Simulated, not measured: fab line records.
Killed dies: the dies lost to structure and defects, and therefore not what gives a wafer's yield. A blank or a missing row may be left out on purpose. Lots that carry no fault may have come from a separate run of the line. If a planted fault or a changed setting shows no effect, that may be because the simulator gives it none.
Lot-split experiment || flow n5 finfet || 21 wafers read from 7 lots, route of 1938 steps

== ON THE SPLIT ==
At N5_FIN_CUT_COAT_19 (time 60 s, resist thk 20 nm), the setting spin rpm was moved away from the recipe's 1500 rpm on 10 of the 21 wafers read, by -9.6% to +9.8%. All remaining wafers had this setting at the recipe value.

== FROM THE SPLIT TO THE READING: what the file shows between them, 4 steps ==
- N5_FIN_CUT_COAT_29: time 60 s, resist thk 10 nm
- N5_FIN_CUT_COAT_02: resist thk 30 nm
- N5_FIN_CUT_DESCUM_13: chemistry O2, time 7 s
- N5_FIN_CUT_ETCH_30: etches underlayer in N2/H2, target depth 13 nm, time 10.4 s

== THE READING ==
etch.depth nm (the simulator's own value, which no gauge read), in nm, at N5_FIN_CUT_ETCH_20 (etches SiARC in CF4, target depth 26 nm, time 43.3 s). No usual value for it is given in the file. The 11 wafers here that ran the recipe average 19.99 nm, standard deviation 0.052 nm.

{"wafer": "L077.2", "tool, chamber at the split": "litho track-04, 0", "spin rpm as run, rpm": 1500, "against the recipe": "recipe", "etch.depth nm, nm": 20.1, "against lot-mates on the recipe": "-"}
{"wafer": "L077.3", "tool, chamber at the split": "litho track-04, 0", "spin rpm as run, rpm": 1615, "against the recipe": "+7.7%", "etch.depth nm, nm": 19.39, "against lot-mates on the recipe": -0.71}
{"wafer": "L077.5", "tool, chamber at the split": "litho track-04, 0", "spin rpm as run, rpm": 1615, "against the recipe": "+7.7%", "etch.depth nm, nm": 19.29, "against lot-mates on the recipe": -0.81}
{"wafer": "L078.2", "tool, chamber at the split": "litho track-04, 0", "spin rpm as run, rpm": 1500, "against the recipe": "recipe", "etch.depth nm, nm": 20.03, "against lot-mates on the recipe": "-"}
{"wafer": "L078.3", "tool, chamber at the split": "litho track-04, 0", "spin rpm as run, rpm": 1500, "against the recipe": "recipe", "etch.depth nm, nm": 19.99, "against lot-mates on the recipe": "-"}
{"wafer": "L078.5", "tool, chamber at the split": "litho track-04, 0", "spin rpm as run, rpm": 1500, "against the recipe": "recipe", "etch.depth nm, nm": 20.04, "against lot-mates on the recipe": "-"}
{"wafer": "L079.3", "tool, chamber at the split": "litho track-04, 0", "spin rpm as run, rpm": 1500, "against the recipe": "recipe", "etch.depth nm, nm": 19.94, "against lot-mates on the recipe": "-"}
{"wafer": "L079.6", "tool, chamber at the split": "litho track-04, 0", "spin rpm as run, rpm": 1500, "against the recipe": "recipe", "etch.depth nm, nm": 19.94, "against lot-mates on the recipe": "-"}
{"wafer": "L079.4", "tool, chamber at the split": "litho track-04, 0", "spin rpm as run, rpm": 1500, "against the recipe": "recipe", "etch.depth nm, nm": 19.97, "against lot-mates on the recipe": "-"}
{"wafer": "L080.2", "tool, chamber at the split": "litho track-03, 0", "spin rpm as run, rpm": 1647, "against the recipe": "+9.8%", "etch.depth nm, nm": 18.98, "against lot-mates on the recipe": -1.01}
{"wafer": "L080.3", "tool, chamber at the split": "litho track-03, 0", "spin rpm as run, rpm": 1500, "against the recipe": "recipe", "etch.depth nm, nm": 19.99, "against lot-mates on the recipe": "-"}
{"wafer": "L080.4", "tool, chamber at the split": "litho track-03, 0", "spin rpm as run, rpm": 1647, "against the recipe": "+9.8%", "etch.depth nm, nm": 18.97, "against lot-mates on the recipe": -1.02}
{"wafer": "L086.1", "tool, chamber at the split": "litho track-04, 0", "spin rpm as run, rpm": 1438, "against the recipe": "-4.1%", "etch.depth nm, nm": 20.5, "against lot-mates on the recipe": "no lot-mate on the recipe"}
{"wafer": "L086.2", "tool, chamber at the split": "litho track-04, 0", "spin rpm as run, rpm": 1438, "against the recipe": "-4.1%", "etch.depth nm, nm": 20.5, "against lot-mates on the recipe": "no lot-mate on the recipe"}
{"wafer": "L086.3", "tool, chamber at the split": "litho track-04, 0", "spin rpm as run, rpm": 1438, "against the recipe": "-4.1%", "etch.depth nm, nm": 20.45, "against lot-mates on the recipe": "no lot-mate on the recipe"}
{"wafer": "L090.3", "tool, chamber at the split": "litho track-05, 0", "spin rpm as run, rpm": 1565, "against the recipe": "+4.3%", "etch.depth nm, nm": 19.49, "against lot-mates on the recipe": -0.50}
{"wafer": "L090.5", "tool, chamber at the split": "litho track-05, 0", "spin rpm as run, rpm": 1500, "against the recipe": "recipe", "etch.depth nm, nm": 19.99, "against lot-mates on the recipe": "-"}
{"wafer": "L090.6", "tool, chamber at the split": "litho track-05, 0", "spin rpm as run, rpm": 1565, "against the recipe": "+4.3%", "etch.depth nm, nm": 19.54, "against lot-mates on the recipe": -0.45}
{"wafer": "L091.1", "tool, chamber at the split": "litho track-04, 0", "spin rpm as run, rpm": 1356, "against the recipe": "-9.6%", "etch.depth nm, nm": 21.02, "against lot-mates on the recipe": "+1.09"}
{"wafer": "L091.4", "tool, chamber at the split": "litho track-04, 0", "spin rpm as run, rpm": 1500, "against the recipe": "recipe", "etch.depth nm, nm": 19.92, "against lot-mates on the recipe": "-"}
{"wafer": "L091.6", "tool, chamber at the split": "litho track-04, 0", "spin rpm as run, rpm": 1500, "against the recipe": "recipe", "etch.depth nm, nm": 19.93, "against lot-mates on the recipe": "-"}

THE FIT
A straight line over all 21 wafers: etch.depth nm changes by -0.103 nm for each +1% of spin rpm; r = -0.99; the points scatter about the line by 0.067 nm.
The same after taking each lot's own level away (the mean of its wafers on the recipe; 18 wafers): -0.106 nm for each +1%; r = -1.00; scatter 0.035 nm.
The reading moves by 1 nm for the largest change in spin rpm, on that fit.
The lots' own levels span 19.925 to 20.100 nm, that is 3.4 times the standard deviation above.
The two slopes agree, so the slope changes little with the lot-to-lot level.
Check: for one of the wafers moved furthest among these (+9.8%), held out of the fit, the line's prediction against its lot-mates is -1.03 nm. Against them it came out at -1.01 nm.

== THE WHOLE CHAIN: every reading that the file lists as answering this split, in the file's order ==
{"step": "N5_FIN_CUT_COAT_19", "what it does": "time 60 s, resist thk 20 nm", "reading": "SiARC_of_FIN_CUT_COAT_19.thk nm (the simulator's own value, which no gauge read)", "change (the file's fit)": "-0.107 nm for each +1% of the setting", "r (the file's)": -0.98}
{"step": "N5_FIN_CUT_ETCH_20", "what it does": "etches SiARC in CF4, target depth 26 nm, time 43.3 s", "reading": "etch.depth nm (the simulator's own value, which no gauge read)", "change (the file's fit)": "-0.107 nm for each +1% of the setting", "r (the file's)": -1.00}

== THE FILE'S OWN FIT ==
etch.depth nm changes by -0.107 nm for each +1% of spin rpm, r = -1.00.
